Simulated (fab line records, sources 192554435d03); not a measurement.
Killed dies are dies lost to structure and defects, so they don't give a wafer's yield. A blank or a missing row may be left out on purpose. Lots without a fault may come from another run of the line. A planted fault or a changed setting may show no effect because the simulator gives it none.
Chamber matching | flow n5_finfet | N5_BEOL_M0_SAQP_ETCH_102 on rie_si-04: 4 sister chambers
The step etches SiO2 in CF4, target depth 4 nm, time 4.4 s. 18 wafers are shown with their chamber, then 9 later ones without.

WAFERS WITH THEIR CHAMBER
wafer  | chamber | throttle_valve_pct (%) | oes_product_au (a.u.) | rf_fwd_power_W (W)
L074.4 | 1       | 21.76                  | 1.000                 | 797
L074.5 | 2       | 21.51                  | 0.992                 | 789
L074.6 | 3       | 21.88                  | 0.982                 | 792
L075.1 | 3       | 21.88                  | 0.992                 | 791
L075.2 | 2       | 21.51                  | 0.990                 | 788
L075.4 | 1       | 21.77                  | 1.013                 | 791
L076.1 | 0       | 21.79                  | 1.009                 | 792
L076.3 | 1       | 21.78                  | 1.004                 | 791
L076.4 | 3       | 21.87                  | 0.981                 | 790
L079.2 | 2       | 21.52                  | 1.002                 | 789
L079.3 | 0       | 21.78                  | 1.003                 | 794
L079.6 | 3       | 21.87                  | 0.972                 | 788
L081.1 | 0       | 21.78                  | 1.007                 | 791
L081.3 | 2       | 21.50                  | 0.994                 | 788
L081.4 | 3       | 21.87                  | 0.990                 | 792
L083.1 | 3       | 21.88                  | 0.983                 | 794
L083.4 | 1       | 21.77                  | 1.002                 | 792
L083.6 | 0       | 21.77                  | 1.020                 | 789

SIGNATURES (means of the wafers above)
reading            | chamber 0 | chamber 1 | chamber 2 | chamber 3 | scatter within a chamber
throttle_valve_pct | 21.7800   | 21.7700   | 21.5100   | 21.8750   | 0.00732
oes_product_au     | 1.00975   | 1.00475   | 0.99450   | 0.98333   | 0.00652
rf_fwd_power_W     | 791.50    | 792.75    | 788.50    | 791.17    | 2.06
Rule: a wafer's distance from a chamber is the root of the sum, over the readings, of the square of ((its reading less the chamber's mean) divided by the reading's scatter). The wafer belongs to the nearest chamber; if the next one is less than 2 further off, it can't be placed. The scatter: the root of (the sum of the squares of (reading less its chamber's mean) over the shown wafers, divided by (wafers less chambers)).

WAFERS WITHOUT THEIR CHAMBER
wafer  | throttle_valve_pct (%) | oes_product_au (a.u.) | rf_fwd_power_W (W)
L088.2 | 21.51                  | 1.014                 | 789
L088.4 | 21.87                  | 0.983                 | 793
L088.6 | 21.79                  | 1.014                 | 791
L096.3 | 21.53                  | 0.994                 | 787
L096.4 | 21.87                  | 0.975                 | 790
L096.6 | 21.77                  | 1.008                 | 793
L097.3 | 21.51                  | 1.005                 | 788
L097.4 | 21.80                  | 1.010                 | 791
L097.5 | 21.78                  | 0.996                 | 790

WHICH CHAMBER EACH WENT THROUGH
wafer  | from the rows above     | in truth
L088.2 | 2                       | 2
L088.4 | 3                       | 3
L088.6 | can't be placed: 0 or 1 | 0
L096.3 | 2                       | 2
L096.4 | 3                       | 3
L096.6 | can't be placed: 1 or 0 | 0
L097.3 | 2                       | 2
L097.4 | can't be placed: 0 or 1 | 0
L097.5 | can't be placed: 0 or 1 | 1
Placed correctly: 5 of 9. Can't be placed from these rows: 4 (the true chamber is among the candidates in 4). Placed wrongly: 0.
